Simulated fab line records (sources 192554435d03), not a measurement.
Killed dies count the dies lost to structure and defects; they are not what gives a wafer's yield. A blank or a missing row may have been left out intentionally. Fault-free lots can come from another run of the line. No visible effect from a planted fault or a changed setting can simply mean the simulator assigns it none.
Struck lot and sound lot, side by side	flow n5-finfet	16 steps out of a route of 1938
Sound: wafers L105.1, L105.3, L105.6. Wafers struck: L121.2, L121.3, L121.4. The cause is named last.
At each step with rows: each side's tool, then ch and its chambers, then its first start. Under that, the readings that differ: sound wafers	struck wafers	difference of the means	sigmas: that difference in standard deviations of wafers without a fault.
alike: a reading whose means differ by less than 2 such deviations, as well as words and numbers matching on both sides. not compared: withheld readings; readings where some wafer has no value; bounds like >300 that might hide an equal value; numbers whose values overlap and for which the record gives no deviation.
Wherever a step has rows on one side only, a row that says differs or no value, or a row with sigmas, the two part there. When numbers do not overlap yet have no deviation, they are printed without sigmas and do not part them. A reading missing from all wafers of one side parts the sides only when that side holds two or more wafers.

first, 5 steps without rows for these wafers: N5_WELL_APT_SOFTBAKE_20 (time 60 s); N5_WELL_APT_EXPOSE_22 (exposes mask PWELL, defocus 0 nm, target cd 200 nm); N5_WELL_APT_PEB_23 (peb time 90 s); N5_WELL_APT_DEVELOP_24 (develop time 45 s); N5_WELL_APT_HARDBAKE_29 (time 120 s).
N5_WELL_APT_CD_MEAS_25: target cd 200 nm.
  sound on cd-sem-03 ch 0, day 2 08:48; struck on cd-sem-01 ch 0, day 6 08:49
  alike: cd-nm
N5_WELL_APT_OVL_MEAS_26:
  sound on overlay-02 ch 0, day 2 08:50; struck on overlay-02 ch 0, day 6 08:51
  alike: PWELL_OVL
N5_WELL_APT_INSPECT_27: inspects for defects (macro).
  sound: defect-inspect-02 at day 2 08:52; struck: defect-inspect-01 at day 6 08:53
  alike: raw-defect-count
N5_WELL_APT_DESCUM_30: chemistry O2, time 7.9 s.
  sound on rie-diel-03 ch 2,3, day 2 09:04; struck on rie-diel-03 ch 0,1,2, day 6 08:55
  alike: drypump-motor-current-A, oes-product-au, rf-vpp-V, showerhead-plenum-p-Torr, throttle-valve-pct
  not compared: rf-hours-counter-h
then, 3 steps without rows for these wafers: N5_WELL_APT_IMPLANT_31; N5_WELL_APT_IMPLANT_32; N5_WELL_APT_STRIP_33 (strips in SPM, time 900 s).
N5_WELL_APT_RTA_34: time 10 s.
  sound on rtp-anneal-02 ch 0, day 2 10:06; struck on rtp-anneal-02 ch 0, day 6 09:43
reading	sound	struck	difference	sigmas
lamp-power-pct (%)	13.06 12.98 13.02	12.16 12.16 12.12	-0.87	-17
lamp_zone_1_pct (%)	13.009 12.965 13.033	12.162 12.193 12.191	-0.820	-32
lamp_zone_2_pct (%)	13.013 12.999 12.942	12.173 12.209 12.194	-0.793	-30
lamp_zone_3_pct (%)	12.979 13.024 12.963	12.216 12.196 12.209	-0.782	-31
lamp_zone_4_pct (%)	13.053 13.051 12.984	12.141 12.213 12.160	-0.858	-31
lamp_zone_5_pct (%)	12.995 13.041 13.003	12.085 12.154 12.168	-0.877	-32
lamp_zone_6_pct (%)	12.897 12.892 12.930	12.118 12.150 12.071	-0.793	-28
lamp_zone_7_pct (%)	13.399 13.389 13.457	12.567 12.546 12.550	-0.861	-34
  alike: wafer_temp_C_max
then, 1 step without rows for these wafers: N5_WELL_APT_OXIDE_STRIP_42 (strips SiO2 in dHF, time 45 s, target depth 12 nm).
-- here the record skips 7 days between the struck wafers' starts before and after, leaving off in module WELL_APT and picking up in module BEOL_M4 (first step shown: number 1111 of the route) --
N5_BEOL_M4_RC_MEAS_101:
  sound on prober-01 ch 0, day 8 10:32; struck on prober-02 ch 0, day 12 21:59
  alike: DIBL_N, DIBL_P, IOFF_N, IOFF_P, ION_N, ION_P, SS_N, SS_P, VT_N, VT_P
next, for these wafers, 1 step has no rows: N5_PASSIVATION_PROBE_49.

WHERE THEY PART
Only at N5_WELL_APT_RTA_34, as far as this record shows. Later steps at which nothing parts them and some readings are alike: N5_BEOL_M4_RC_MEAS_101.

WHY: what the simulator had put in
Process parameters drifting: rtp-anneal-02 at N5_WELL_APT_RTA_34, beginning at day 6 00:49. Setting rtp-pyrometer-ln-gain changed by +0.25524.
